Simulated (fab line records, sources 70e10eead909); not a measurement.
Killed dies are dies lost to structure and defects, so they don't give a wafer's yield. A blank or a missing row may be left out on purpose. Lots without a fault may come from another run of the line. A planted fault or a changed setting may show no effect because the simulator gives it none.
fab line records | flow nand_harc
record lots=6 wafers=18 last_day=25
route steps=1159 shown P_GATE@144 END@1159
lots that met no fault: from a run of the same line without faults
start_h: hours from the record's first day to the start of the lot's first wafer shown | wait_h: hours since the lot's step before | " the same as in the row above | L1.1+2: a row that stands for several wafers | - no value, or no start given | * or withheld: withheld | < > ~ a bound
route shown NAME@n: a module of which the file shows steps, and the number in the route of the first | usual: mean/standard deviation of fault-free wafers | same: alike in all rows | chamber/n: place in a boat | sites: the reading at each site | _std_site: their standard deviation | _edge_site: outer sites' mean less inner sites' | radius_mm: how far each site lies from the wafer's centre | mask NAME#n: copy n | behind: the tool/chamber that last shaped the wafer | hold: why the lot was held/for how many hours/how that ended | device: the transistor (n, p or np) that didn't switch | end of line: the same wafers' tests at the end of the route | a step without rows: its recipe alone | killed: dies lost to structure and defects at the first sort, not the wafer's yield | map: a wafer's dies, x killed, . not, _ none there
set.NAME: the setting as run; set.NAME@STEP: as run at that earlier step | model.NAME: the simulator's own value behind a step, which no gauge read
lots at some steps of the route; a table a step, a row a wafer
services: from which hour (start_h, from the record's first day; less than 0 if before it) a tool's chamber was out of use, for how many hours, and why
## steps
# step NHARC_P_GATE_DESCUM_31
# recipe time_s=3 o2_flow_sccm=200 ar_flow_sccm=0 bias_power_w=0 chemistry=O2
# usual chamber_pressure_mTorr=60.00/0.055 drypump_motor_current_A=5.87/0.29 mfc_ar_sccm=0.014/0.017 oes_product_au=0.995/0.013 rf_vpp_V=57.7/0.92 showerhead_plenum_p_Torr=1.90/0.089 throttle_valve_pct=11.311/0.0099
# columns lot.wafer tool chamber start_h wait_h chamber_pressure_mTorr drypump_motor_current_A mfc_ar_sccm oes_product_au rf_hours_counter_h rf_vpp_V showerhead_plenum_p_Torr throttle_valve_pct
L500.3 rie_diel-03 1 112.70 0.1 59.92 6.39 0.021 0.986 25 57.9 1.87 11.319
L500.6 " 2 " " 60.01 5.89 0 1.001 - 57.5 1.80 11.314
L500.5 " 3 " " 59.96 6.17 0 0.995 - 60.3 2.01 11.322
L502.2 rie_diel-03 0 129.62 0.1 60.06 6.09 0 0.984 31 55.9 1.86 11.300
L502.3 " 1 " " 59.89 6.37 0.021 0.989 31 56.5 1.87 11.315
L502.4 " 0 " " 60.07 6.07 0 0.978 - 58.4 1.86 11.327
L514.3 rie_diel-03 1 192.22 0.1 59.89 6.36 0.021 0.987 51 59.0 1.86 11.322
L514.1 " 2 " " 60.03 5.91 0 1.014 52 56.6 1.79 11.312
L514.6 " 2 " " 60.02 5.90 0 1.015 - 58.0 1.79 11.312
L513.2 rie_diel-06 0 192.42 0.1 59.98 5.37 0.041 0.987 23 57.4 1.83 11.306
L513.4 " 1 " " 60.00 5.83 0.001 1.012 23 57.4 1.92 11.308
L513.6 " 0 " " 59.97 5.38 0.041 1.000 - 56.2 1.83 11.331
L518.2 rie_diel-06 1 219.26 0.1 59.99 5.83 0.001 1.011 28 57.9 1.92 11.314
L518.4 " 2 " " 59.97 5.61 0.038 0.977 - 59.1 2.02 11.322
L518.3 " 1 " " 59.97 5.80 0.001 1.012 - 57.8 1.92 11.293
L519.1 rie_diel-06 2 231.67 0.1 59.95 5.62 0.038 0.988 30 58.7 2.02 11.305
L519.3 " 3 " " 59.95 6.04 0 1.010 29 57.1 1.78 11.296
L519.6 " 3 " " 59.95 6.05 0 1.013 - 56.8 1.78 11.321
# step NHARC_P_GATE_ETCH_104
# recipe target_depth_a=600 time_s=withheld cf4_flow_sccm=100 chf3_flow_sccm=30 ar_flow_sccm=0 rf_w=500 bias_w=200 chemistry=CF4/CHF3
# step NHARC_P_GATE_HM_OPEN_105
# recipe target_depth_a=3600 o2_flow_sccm=400 cos_flow_sccm=20 ar_flow_sccm=0 rf_w=500 bias_w=300 chemistry=O2/COS
# usual chamber_pressure_mTorr=19.997/0.018 drypump_motor_current_A=5.87/0.3 mfc_ar_sccm=0.014/0.018 oes_product_au=0.996/0.014 rf_vpp_V=466.6/3 showerhead_plenum_p_Torr=3.09/0.14 throttle_valve_pct=28.329/0.008
# columns lot.wafer tool chamber start_h wait_h chamber_pressure_mTorr drypump_motor_current_A mfc_ar_sccm oes_product_au rf_hours_counter_h rf_vpp_V showerhead_plenum_p_Torr throttle_valve_pct
L500.3 rie_diel-03 2 - - 19.997 5.92 0 1.005 24 462.9 2.94 28.339
L500.6 " 1 " " 19.993 6.39 0.021 0.972 - 466.9 3.06 28.339
L500.5 " 2 " " 20.008 5.94 0 0.997 - 462.5 2.94 28.329
L502.2 rie_diel-03 1 - - 20.000 6.38 0.021 0.985 31 466.3 3.05 28.335
L502.3 " 2 " " 19.989 5.93 0 1.008 29 462.0 2.94 28.329
L502.4 " 1 " " 20.009 6.39 0.021 0.983 - 465.6 3.05 28.330
L513.2 rie_diel-06 3 - - 20.011 6.05 0 1.023 23 462.7 2.92 28.332
L513.4 " 0 " " 19.997 5.39 0.041 0.994 23 464.7 3.00 28.342
L513.6 " 2 " " 20.012 5.63 0.038 0.986 - 469.5 3.29 28.322
L514.3 rie_diel-03 0 - - 19.991 6.10 0 0.985 53 465.5 3.03 28.335
L514.1 " 1 " " 20.018 6.36 0.021 0.999 52 465.9 3.04 28.343
L514.6 " 3 " " 19.954 6.16 0 1.010 - 470.7 3.25 28.333
L518.2 rie_diel-06 1 - - 19.965 5.83 0.001 1.016 28 468.4 3.13 28.327
L518.3 " 2 " " 19.994 5.64 0.038 0.957 - 471.4 3.29 28.326
L518.4 " 1 " " 19.990 5.83 0.001 1.003 - 465.7 3.13 28.327
L519.1 rie_diel-06 1 - - 20.008 5.84 0.001 0.996 31 464.8 3.13 28.334
L519.3 " 3 " " 19.999 6.07 0 1.006 29 463.3 2.91 28.318
L519.6 " 1 " " 19.985 5.81 0.001 1.011 - 468.9 3.13 28.314
# step NHARC_P_GATE_STRIP_106
# recipe o2_flow_sccm=400 cos_flow_sccm=20 ar_flow_sccm=0 bias_w=0 chemistry=O2/COS
# step NHARC_P_GATE_ETCH_114
# recipe target_depth_a=300 overetch_a=30 time_s=16.5 ion_energy_ev=100 cf4_flow_sccm=80 o2_flow_sccm=20 ar_flow_sccm=0 rf_w=300 bias_w=100 chemistry=CF4/O2
# step NHARC_P_GATE_ETCH_32
# recipe target_depth_a=1500 over_etch_frac=1 over_etch_ion_energy_ev=40 time_s=100.1 hbr_flow_sccm=150 cl2_flow_sccm=50 rf_w=400 icp_w=400 bias_w=100 chemistry=HBr/Cl2
# usual chamber_pressure_mTorr=15.000/0.013 drypump_motor_current_A=5.7/0.36 oes_product_au=0.998/0.018 throttle_valve_pct=26.406/0.0095
# columns lot.wafer tool chamber start_h wait_h chamber_pressure_mTorr drypump_motor_current_A oes_product_au rf_hours_counter_h throttle_valve_pct
L500.3 rie_si-03 1 113.16 - 15.000 6.2 0.960 1.1 26.413
L500.5 " 0 " " 15.014 5.2 0.981 - 26.414
L500.6 " 1 " " 14.967 6.2 0.958 - 26.414
L502.4 rie_si-04 2 130.28 - 14.996 6.1 0.991 0.2 26.404
L502.2 " 0 " " 14.975 5.9 1.008 0.2 26.398
L502.3 " 1 " " 15.001 5.5 0.994 0.2 26.415
L513.2 rie_si-01 3 192.88 - 15.004 5.4 1.009 0.5 26.404
L513.4 " 0 " " 15.010 5.4 1.030 0.5 26.416
L513.6 " 0 " " 15.008 5.4 1.019 - 26.417
L514.1 rie_si-03 0 193.05 - 15.003 5.3 1.007 0.2 26.405
L514.3 " 1 " " 15.023 6.2 0.986 0.1 26.404
L514.6 " 3 " " 14.992 5.5 0.995 - 26.434
L518.2 rie_si-04 2 220.48 - 15.000 6.1 0.988 1.1 26.417
L518.3 " 3 " " 14.991 5.7 1.006 1.1 26.403
L518.4 " 0 " " 15.020 5.9 1.002 1.0 26.404
L519.3 rie_si-03 1 232.20 - 14.979 6.2 0.973 0.4 26.409
L519.1 " 2 " " 15.003 5.9 0.995 0.5 26.409
L519.6 " 0 " " 15.034 5.3 1.006 - 26.393
# step NHARC_P_GATE_STRIP_108
# recipe o2_flow_sccm=500 ar_flow_sccm=0 bias_w=0 chemistry=O2
# usual chamber_pressure_mTorr=59.99/0.053 drypump_motor_current_A=5.8/0.31 mfc_ar_sccm=0.011/0.017 oes_product_au=0.997/0.013 rf_vpp_V=57.8/0.87 showerhead_plenum_p_Torr=3.49/0.16 throttle_valve_pct=17.035/0.0083
# columns lot.wafer tool chamber start_h wait_h chamber_pressure_mTorr drypump_motor_current_A mfc_ar_sccm oes_product_au rf_hours_counter_h rf_vpp_V showerhead_plenum_p_Torr throttle_valve_pct
L500.3 rie_diel-03 0 113.33 - 59.94 6.1 0 0.972 25 57.4 3.44 17.033
L500.6 " 2 " " 59.92 5.9 0 0.998 - 57.4 3.33 17.036
L500.5 " 3 " " 60.00 6.2 0 0.990 - 59.1 3.69 17.035
L502.2 rie_diel-06 2 130.45 - 59.95 5.6 0.038 0.983 13 58.6 3.72 17.032
L502.4 " 0 " " 60.07 5.4 0.041 0.981 12 59.0 3.40 17.043
L502.3 " 1 " " 60.03 5.9 0.001 0.999 13 57.5 3.54 17.030
L513.4 rie_diel-06 0 193.06 - 59.98 5.4 0.041 1.008 23 57.5 3.39 17.043
L513.2 " 1 " " 59.94 5.8 0.001 0.996 23 58.9 3.54 17.040
L513.6 " 0 " " 60.00 5.4 0.041 0.990 - 57.4 3.39 17.042
L514.3 rie_diel-06 0 193.21 - 59.98 5.4 0.041 0.993 23 57.4 3.39 17.035
L514.1 " 1 " " 60.06 5.8 0.001 1.006 23 57.3 3.54 17.027
L514.6 " 3 " " 60.01 6.1 0 1.015 - 57.1 3.30 17.025
L518.4 rie_diel-13 2 220.64 - 60.05 5.2 0 1.004 35 58.7 3.79 17.042
L518.3 " 0 " " 60.03 5.9 0 0.982 36 57.8 3.53 17.035
L518.2 " 1 " " 59.95 5.8 0 1.006 38 56.8 3.39 17.047
L519.3 rie_diel-06 1 232.33 - 59.90 5.8 0.001 1.009 31 57.4 3.53 17.030
L519.1 " 3 " " 59.94 6.1 0 1.021 29 57.2 3.29 17.040
L519.6 " 2 " " 59.89 5.6 0.038 0.978 - 58.5 3.71 17.042
# step NHARC_P_GATE_CD_MEAS_33
# usual cd_nm=120/3.7
# columns lot.wafer tool chamber start_h wait_h cd_nm
L500.3 cd_sem-03 - 113.48 - 121
L500.5 " - " " 117
L500.6 " - " " 122
L502.2 cd_sem-03 - 130.63 - 121
L502.3 " - " " 120
L502.4 " - " " 117
L513.2 cd_sem-02 - 193.22 - 121
L513.4 " - " " 123
L513.6 " - " " 122
L514.1 cd_sem-03 - 193.37 - 122
L514.3 " - " " 116
L514.6 " - " " 115
L518.2 cd_sem-01 - 220.82 - 119
L518.3 " - " " 116
L518.4 " - " " 122
L519.1 cd_sem-01 - 232.50 - 111
L519.3 " - " " 123
L519.6 " - " " 120
# step NHARC_P_GATE_STRIP_35
# recipe time_s=600 temp_c=130 chemistry=SPM
# step NHARC_P_GATE_PRECLEAN_73
# recipe time_s=* temp_c=50 bath_age_min=0 chemistry=SC1
# step NHARC_P_GATE_SRD_74
# step NHARC_P_GATE_ALD_36
# recipe target_thk_a=200 pulse_time_s=60 ald_cycles=223 temp_c=400 material=SiNx
# step NHARC_P_GATE_ETCHBACK_37
# recipe target_depth_a=345 time_s=17.2 chf3_flow_sccm=50 o2_flow_sccm=10 ar_flow_sccm=200 rf_w=500 bias_w=200 chemistry=CHF3/O2
# usual bias_w=200.1/0.57 chamber_pressure_mTorr=25.001/0.025 drypump_motor_current_A=5.8/0.3 mfc_ar_sccm=200.1/0.59 oes_product_au=0.94/0.037 rf_vpp_V=370.4/2.6 showerhead_plenum_p_Torr=2.39/0.12 throttle_valve_pct=20.572/0.0099
# columns lot.wafer tool chamber start_h wait_h bias_w chamber_pressure_mTorr drypump_motor_current_A mfc_ar_sccm oes_product_au rf_hours_counter_h rf_vpp_V showerhead_plenum_p_Torr throttle_valve_pct
L500.3 rie_diel-06 2 123.44 - 199.4 24.999 5.6 200.4 0.91 12 373.5 2.54 20.570
L500.5 " 0 " " 199.5 24.987 5.4 200.3 0.92 - 368.8 2.31 20.564
L500.6 " 1 " " 199.8 24.969 5.9 199.2 0.92 - 370.3 2.41 20.560
L502.4 rie_diel-13 1 140.61 - 200.3 25.008 5.8 200.1 0.92 13 368.6 2.31 20.571
L502.2 " 3 " " 199.3 24.965 6.0 199.8 1.00 8 368.0 2.26 20.577
L502.3 " 0 " " 200.4 24.940 5.9 199.6 0.90 11 371.9 2.41 20.568
L513.4 rie_diel-13 3 203.24 - - - - - - - - - -
L513.2 " 0 " " - - - - - - - - -
L513.6 " 0 " " - - - - - - - - -
L514.1 rie_diel-03 3 203.29 - - - - - - - - - -
L514.3 " 1 " " - - - - - - - - -
L514.6 " 0 " " - - - - - - - - -
L518.3 rie_diel-06 2 230.91 - 200.7 25.034 5.6 199.9 0.90 30 374.2 2.53 20.566
L518.4 " 3 " " 200.6 25.021 6.0 200.5 1.01 29 366.6 2.24 20.563
L518.2 " 0 " " 200.7 25.019 5.4 201.0 0.92 29 368.0 2.30 20.584
L519.3 rie_diel-13 0 242.54 - 200.6 24.979 5.9 200.1 0.97 48 370.8 2.40 20.581
L519.1 " 2 " " 199.3 25.032 5.2 200.4 1.00 46 375.3 2.58 20.568
L519.6 " 1 " " 200.9 24.988 5.8 200.3 0.99 - 368.9 2.30 20.576
# step NHARC_P_GATE_STRIP_101
# recipe time_s=20 o2_flow_sccm=500 ar_flow_sccm=0 bias_w=0 chemistry=O2
# usual chamber_pressure_mTorr=59.99/0.051 drypump_motor_current_A=5.8/0.31 mfc_ar_sccm=0.011/0.017 oes_product_au=0.995/0.013 rf_vpp_V=57.9/0.93 showerhead_plenum_p_Torr=3.49/0.16 throttle_valve_pct=17.036/0.0085
# columns lot.wafer tool chamber start_h wait_h chamber_pressure_mTorr drypump_motor_current_A mfc_ar_sccm oes_product_au rf_hours_counter_h rf_vpp_V showerhead_plenum_p_Torr throttle_valve_pct
L500.3 rie_diel-06 2 123.52 0.1 60.11 5.6 0.038 0.984 12 59.6 3.72 17.038
L500.6 " 1 " " 59.94 5.9 0.001 0.997 - 57.1 3.54 17.040
L500.5 " 2 " " 59.99 5.6 0.038 0.966 - 58.0 3.72 17.036
L502.2 rie_diel-13 3 140.73 0.1 59.95 6.1 0 0.998 8 57.6 3.32 17.024
L502.3 " 1 " " 59.96 5.8 0 1.004 13 57.0 3.40 17.036
L502.4 " 2 " " 60.05 5.2 0 1.015 14 59.2 3.80 17.036
L513.4 rie_diel-13 2 203.34 0.1 60.00 5.2 0 0.997 31 57.3 3.79 17.040
L513.2 " 3 " " 59.98 6.1 0 0.990 25 57.5 3.31 17.031
L513.6 " 0 " " 59.95 5.9 0 0.986 - 55.9 3.53 17.037
L514.1 rie_diel-03 3 203.38 0.1 59.94 6.2 0 0.993 49 59.2 3.67 17.020
L514.3 " 0 " " 59.99 6.1 0 0.981 55 58.5 3.43 17.041
L514.6 " 2 " " 59.98 5.9 0 1.005 - 56.6 3.31 17.046
L518.4 rie_diel-06 0 231.00 0.1 60.02 5.4 0.041 0.996 29 55.9 3.39 17.049
L518.3 " 1 " " 59.98 5.8 0.001 1.005 31 58.1 3.53 17.043
L518.2 " 2 " " 60.03 5.6 0.038 0.971 30 58.7 3.71 17.033
L519.1 rie_diel-13 1 242.64 0.1 59.99 5.8 0 1.001 52 57.6 3.38 17.038
L519.3 " 0 " " 60.00 5.9 0 0.975 48 56.4 3.52 17.040
L519.6 " 2 " " 59.96 5.1 0 0.987 - 58.2 3.78 17.036
# step NHARC_END_SORT_01
# recipe temp_c=25
# usual killed_at_array=24/8.7 killed_at_other=0.8/1.2 killed_at_periphery=3.6/2.3 killed_dies=28/8.9 killed_open=3.2/1.9 killed_short=2.0/1.6
# same gross_dies=677
# columns lot.wafer tool chamber start_h wait_h killed_at_array killed_at_other killed_at_periphery killed_dies killed_open killed_short
L513.2 prober-02 0 546.94 2.8 36 0 641 677 3 3
L513.4 prober-02 0 548.56 3.4 47 0 630 677 4 3
L513.6 prober-02 0 550.17 4.0 35 0 642 677 1 1
L514.1 prober-01 0 569.54 2.5 13 0 664 677 4 1
L514.3 prober-01 0 571.14 3.1 17 0 660 677 5 0
L514.6 prober-01 0 573.54 4.0 13 1 663 677 0 3
# killed by level:class
L513.2 P_GATE:area_etchback=639 A_SLIT:chamber_film_flake=16 A_CHANNEL_HOLE_D1:chamber_film_flake=13 A_CONTACT:geometric_particle:open=2 P_M1:geometric_particle:short=1 A_SOURCE_PLATE:geometric_particle:short=1 A_ONON_D1:geometric_particle:short=1 A_M0:geometric_particle:open=1
L513.4 P_GATE:area_etchback=628 A_CHANNEL_HOLE_D1:chamber_film_flake=20 A_SLIT:chamber_film_flake=17 A_CONTACT:geometric_particle:open=3 P_STI:chamber_film_flake=2 A_ONON_D1:geometric_particle:short=1 A_SGD_CUT:geometric_particle:short=1 A_WL_FILL:geometric_particle:short=1
L513.6 P_GATE:area_etchback=639 A_CHANNEL_HOLE_D1:chamber_film_flake=17 A_SLIT:chamber_film_flake=13 P_M0:chamber_film_flake=2 P_CONTACT:geometric_particle:short=1 A_CONTACT:geometric_particle:open=1 A_CHANNEL_FILL_D1:chamber_film_flake=1 A_STAIRCASE:chamber_film_flake=1
L514.1 P_GATE:area_etchback=660 A_CHANNEL_HOLE_D1:chamber_film_flake=4 A_CHANNEL_FILL_D1:chamber_film_flake=3 A_BLC:chamber_film_flake=3 P_CONTACT:geometric_particle:open=1 P_M0:geometric_particle:open=1 A_ONON_D1:geometric_particle:open=1 A_WL_FILL:geometric_particle:short=1
L514.3 P_GATE:area_etchback=654 A_CHANNEL_HOLE_D1:chamber_film_flake=12 A_CONTACT:geometric_particle:open=3 P_M0:chamber_film_flake=3 P_M2:geometric_particle:open=1 A_SGD_CUT:geometric_particle:open=1 P_ZERO_WELL:chamber_film_flake=1 P_BONDPAD:chamber_film_flake=1
L514.6 P_GATE:area_etchback=659 A_CHANNEL_HOLE_D1:chamber_film_flake=7 P_STI:chamber_film_flake=2 A_CONTACT:chamber_film_flake=2 A_CHANNEL_HOLE_D1:geometric_particle:short=1 A_WL_FILL:geometric_particle:short=1 A_M0:geometric_particle:short=1 P_GATE:chamber_film_flake=1
# map L513.2 (x killed, . not)
____________x____________
_________xxxxxxx_________
_______xxxxxxxxxxx_______
______xxxxxxxxxxxxx______
_____xxxxxxxxxxxxxxx_____
____xxxxxxxxxxxxxxxxx____
____xxxxxxxxxxxxxxxxx____
___xxxxxxxxxxxxxxxxxxx___
___xxxxxxxxxxxxxxxxxxx___
__xxxxxxxxxxxxxxxxxxxxx__
__xxxxxxxxxxxxxxxxxxxxx__
_xxxxxxxxxxxxxxxxxxxxxxx_
_xxxxxxxxxxxxxxxxxxxxxxx_
_xxxxxxxxxxxxxxxxxxxxxxx_
_xxxxxxxxxxxxxxxxxxxxxxx_
_xxxxxxxxxxxxxxxxxxxxxxx_
xxxxxxxxxxxxxxxxxxxxxxxxx
xxxxxxxxxxxxxxxxxxxxxxxxx
xxxxxxxxxxxxxxxxxxxxxxxxx
xxxxxxxxxxxxxxxxxxxxxxxxx
xxxxxxxxxxxxxxxxxxxxxxxxx
_xxxxxxxxxxxxxxxxxxxxxxx_
_xxxxxxxxxxxxxxxxxxxxxxx_
_xxxxxxxxxxxxxxxxxxxxxxx_
_xxxxxxxxxxxxxxxxxxxxxxx_
_xxxxxxxxxxxxxxxxxxxxxxx_
__xxxxxxxxxxxxxxxxxxxxx__
__xxxxxxxxxxxxxxxxxxxxx__
___xxxxxxxxxxxxxxxxxxx___
___xxxxxxxxxxxxxxxxxxx___
____xxxxxxxxxxxxxxxxx____
____xxxxxxxxxxxxxxxxx____
_____xxxxxxxxxxxxxxx_____
______xxxxxxxxxxxxx______
_______xxxxxxxxxxx_______
_________xxxxxxx_________
____________x____________
# map L514.1 (x killed, . not)
____________x____________
_________xxxxxxx_________
_______xxxxxxxxxxx_______
______xxxxxxxxxxxxx______
_____xxxxxxxxxxxxxxx_____
____xxxxxxxxxxxxxxxxx____
____xxxxxxxxxxxxxxxxx____
___xxxxxxxxxxxxxxxxxxx___
___xxxxxxxxxxxxxxxxxxx___
__xxxxxxxxxxxxxxxxxxxxx__
__xxxxxxxxxxxxxxxxxxxxx__
_xxxxxxxxxxxxxxxxxxxxxxx_
_xxxxxxxxxxxxxxxxxxxxxxx_
_xxxxxxxxxxxxxxxxxxxxxxx_
_xxxxxxxxxxxxxxxxxxxxxxx_
_xxxxxxxxxxxxxxxxxxxxxxx_
xxxxxxxxxxxxxxxxxxxxxxxxx
xxxxxxxxxxxxxxxxxxxxxxxxx
xxxxxxxxxxxxxxxxxxxxxxxxx
xxxxxxxxxxxxxxxxxxxxxxxxx
xxxxxxxxxxxxxxxxxxxxxxxxx
_xxxxxxxxxxxxxxxxxxxxxxx_
_xxxxxxxxxxxxxxxxxxxxxxx_
_xxxxxxxxxxxxxxxxxxxxxxx_
_xxxxxxxxxxxxxxxxxxxxxxx_
_xxxxxxxxxxxxxxxxxxxxxxx_
__xxxxxxxxxxxxxxxxxxxxx__
__xxxxxxxxxxxxxxxxxxxxx__
___xxxxxxxxxxxxxxxxxxx___
___xxxxxxxxxxxxxxxxxxx___
____xxxxxxxxxxxxxxxxx____
____xxxxxxxxxxxxxxxxx____
_____xxxxxxxxxxxxxxx_____
______xxxxxxxxxxxxx______
_______xxxxxxxxxxx_______
_________xxxxxxx_________
____________x____________
## services
# columns tool chamber start_h hours kind
rie_diel-06 0 97.70 - clean
rie_diel-06 1 97.70 - clean
rie_diel-06 2 97.70 - clean
rie_diel-06 3 97.70 - clean
rie_si-04 - 99.00 9.0 pm
rie_diel-13 - 99.36 9.0 pm
rie_si-01 - 102.29 1.8 repair
rie_diel-13 3 112.51 11.6 repair
rie_si-01 - 127.00 9.0 pm
rie_diel-03 3 128.19 17.0 repair
rie_diel-03 - 133.56 1.2 repair
rie_si-03 - 155.00 9.0 pm
rie_si-01 3 155.51 3.6 repair
rie_diel-03 1 175.35 6.4 repair
rie_diel-03 0 183.12 4.2 repair
rie_si-04 3 185.07 5.1 repair
rie_si-01 1 194.52 10.7 repair
rie_diel-13 2 209.08 8.8 repair
rie_diel-03 - 215.36 9.0 pm
rie_diel-06 0 215.89 4.2 repair
rie_diel-06 3 216.89 5.0 repair
rie_si-04 - 239.49 0.5 repair
rie_si-03 0 240.62 3.3 repair
rie_diel-06 - 241.20 9.0 pm
## key
first_sign step=NHARC_P_GATE_ETCHBACK_37 reading=tool_record direction=missing
effect step=NHARC_END_SORT_01 reading=killed_at_periphery direction=up sigmas=99+ usual=3.6 struck=650
more_kills_born_at NHARC_P_GATE_ETCHBACK_37@rie_diel-03=1972 NHARC_P_GATE_ETCHBACK_37@rie_diel-13=1906
met_at NHARC_P_GATE_ETCHBACK_37
struck_wafers L513.2,L513.4,L513.6,L514.1,L514.3,L514.6
later_rows_left_out L513.2,L513.4,L513.6,L514.1,L514.3,L514.6
tester_left_out L513,L514
onset_between 140.61 203.24
fault kind=skipped_step_whole tool=rie_diel-03,rie_diel-13 chamber=- onset_h=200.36 steps=NHARC_P_GATE_ETCHBACK_37 scope=struck_lots_only
# tester_left_out: of these lots the tester's yield and bins aren't shown, on N5 and GAA mostly nor the transistor test; their killed dies are dies lost to structure and defects alone, not to doping, threshold or leakage, so they don't give the yield
# later_rows_left_out: the simulator's readings of these wafers behind a module that went badly wrong aren't trusted and aren't shown, but for the sort
